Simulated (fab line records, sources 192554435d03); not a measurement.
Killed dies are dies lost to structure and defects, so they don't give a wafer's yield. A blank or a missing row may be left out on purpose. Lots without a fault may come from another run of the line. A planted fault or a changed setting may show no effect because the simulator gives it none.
Split-lot experiment | flow n5_finfet | 7 lots, 21 wafers read, on a route of 1938 steps

THE SPLIT
At N5_BEOL_M11_COAT_63 (time 60 s, resist thk 100 nm), the setting spin_rpm was moved away from the recipe's 1500 rpm on 6 of the 21 wafers read, by -10.7% to +5.2%. The other wafers ran this setting at the recipe's value.

FROM THE SPLIT TO THE READING: what the file shows between them, 8 steps
- N5_BEOL_M11_EXPOSE_25: exposes mask V10 (also split here: dose_mj)
- N5_BEOL_M11_PEB_26: peb time 60 s
- N5_BEOL_M11_DEVELOP_27: develop time 30 s
- N5_BEOL_M11_CD_MEAS_28: target cd 70 nm
- N5_BEOL_M11_DESCUM_33: chemistry O2, time 7.9 s
- N5_BEOL_M11_ETCH_65: etches SiARC in CF4, target depth 39 nm, time 65 s
- N5_BEOL_M11_ETCH_66: etches SOC in N2/H2, target depth 120 nm, overetch 24 nm, time 180 s
- N5_BEOL_M11_STRIP_69: strips in N2/H2

THE READING
SOC_of_BEOL_M11_COAT_63.thk_nm (the simulator's own value, which no gauge read), in nm, at N5_BEOL_M11_VIA_ETCH_34 (etches SiCOH lowk in C4F6/O2, target depth 184.5 nm, time 69.2 s). The file gives no usual value for it. The 15 wafers here that ran the recipe average 92.0 nm, standard deviation 0.46 nm.

wafer  | tool, chamber at the split | spin_rpm as run, rpm | against the recipe | SOC_of_BEOL_M11_COAT_63.thk_nm, nm | against lot-mates on the recipe
L074.1 | litho_track-04, 0          | 1453                 | -3.1%              | 93                                 | +1.4
L074.2 | litho_track-04, 0          | 1500                 | recipe             | 91.6                               | -
L074.5 | litho_track-04, 0          | 1453                 | -3.1%              | 93.2                               | +1.6
L075.1 | litho_track-03, 0          | 1500                 | recipe             | 91.8                               | -
L075.2 | litho_track-03, 0          | 1500                 | recipe             | 92.2                               | -
L075.3 | litho_track-03, 0          | 1401                 | -6.6%              | 95.6                               | +3.6
L078.1 | litho_track-04, 0          | 1500                 | recipe             | 91.4                               | -
L078.5 | litho_track-04, 0          | 1500                 | recipe             | 91.4                               | -
L078.4 | litho_track-04, 0          | 1500                 | recipe             | 91.2                               | -
L083.3 | litho_track-04, 0          | 1500                 | recipe             | 92.2                               | -
L083.5 | litho_track-04, 0          | 1500                 | recipe             | 91.6                               | -
L083.6 | litho_track-04, 0          | 1500                 | recipe             | 92.6                               | -
L096.2 | litho_track-03, 0          | 1500                 | recipe             | 92.4                               | -
L096.3 | litho_track-03, 0          | 1500                 | recipe             | 92.8                               | -
L096.4 | litho_track-03, 0          | 1578                 | +5.2%              | 90                                 | -2.6
L094.1 | litho_track-03, 0          | 1500                 | recipe             | 92.2                               | -
L094.2 | litho_track-03, 0          | 1500                 | recipe             | 92.2                               | -
L094.3 | litho_track-03, 0          | 1500                 | recipe             | 92.2                               | -
L097.3 | litho_track-03, 0          | 1340                 | -10.7%             | 98.2                               | +5.8
L097.4 | litho_track-03, 0          | 1340                 | -10.7%             | 98.2                               | +5.8
L097.5 | litho_track-03, 0          | 1500                 | recipe             | 92.4                               | -

THE FIT
A straight line over all 21 wafers: SOC_of_BEOL_M11_COAT_63.thk_nm changes by -0.542 nm for each +1% of spin_rpm; r = -0.97; the points scatter about the line by 0.51 nm.
The same after taking each lot's own level away (the mean of its wafers on the recipe; 21 wafers): -0.536 nm for each +1%; r = -0.99; scatter 0.21 nm.
On that fit, the largest move of spin_rpm shifts the reading by 5.7 nm.
The lots' own levels span 91.33 to 92.60 nm, that is 2.7 times the standard deviation above.
So the lot-to-lot level changes the slope little: the two slopes agree.
Check: with one of the wafers moved furthest among these (-10.7%) left out of the fit, the line predicts +5.68 nm for it against its lot-mates. It came out at +5.8 nm against them.

OTHER SPLITS ON THESE WAFERS
These wafers also went through other splits before the reading. Each is held against what the fit with the lots' levels taken away leaves over:
other split on the same wafers | wafers away from the commonest value | r with SOC_of_BEOL_M11_COAT_63.thk_nm (lot level and that fit taken away)
N5_BEOL_M10_ETCH_62 time_s     | 10                                   | +0.09
N5_BEOL_M10_PEB_26 peb_time_s  | 9                                    | -0.27
N5_BEOL_M11_EXPOSE_25 dose_mj  | 5                                    | +0.06

THE WHOLE CHAIN: every reading that the file lists as answering this split, in the file's order
step                    | what it does                                                         | reading                                                                         | change (the file's fit)               | r (the file's)
N5_BEOL_M11_COAT_63     | time 60 s, resist thk 100 nm                                         | SOC_of_BEOL_M11_COAT_63.thk_nm (the simulator's own value, which no gauge read) | -0.533 nm for each +1% of the setting | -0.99
N5_BEOL_M11_ETCH_66     | etches SOC in N2/H2, target depth 120 nm, overetch 24 nm, time 180 s | etch.depth_nm (the simulator's own value, which no gauge read)                  | -0.535 nm for each +1% of the setting | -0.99
N5_BEOL_M11_VIA_ETCH_34 | etches SiCOH lowk in C4F6/O2, target depth 184.5 nm, time 69.2 s     | SOC_of_BEOL_M11_COAT_63.thk_nm (the simulator's own value, which no gauge read) | -0.535 nm for each +1% of the setting | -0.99

THE FILE'S OWN FIT
SOC_of_BEOL_M11_COAT_63.thk_nm changes by -0.535 nm for each +1% of spin_rpm, r = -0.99.
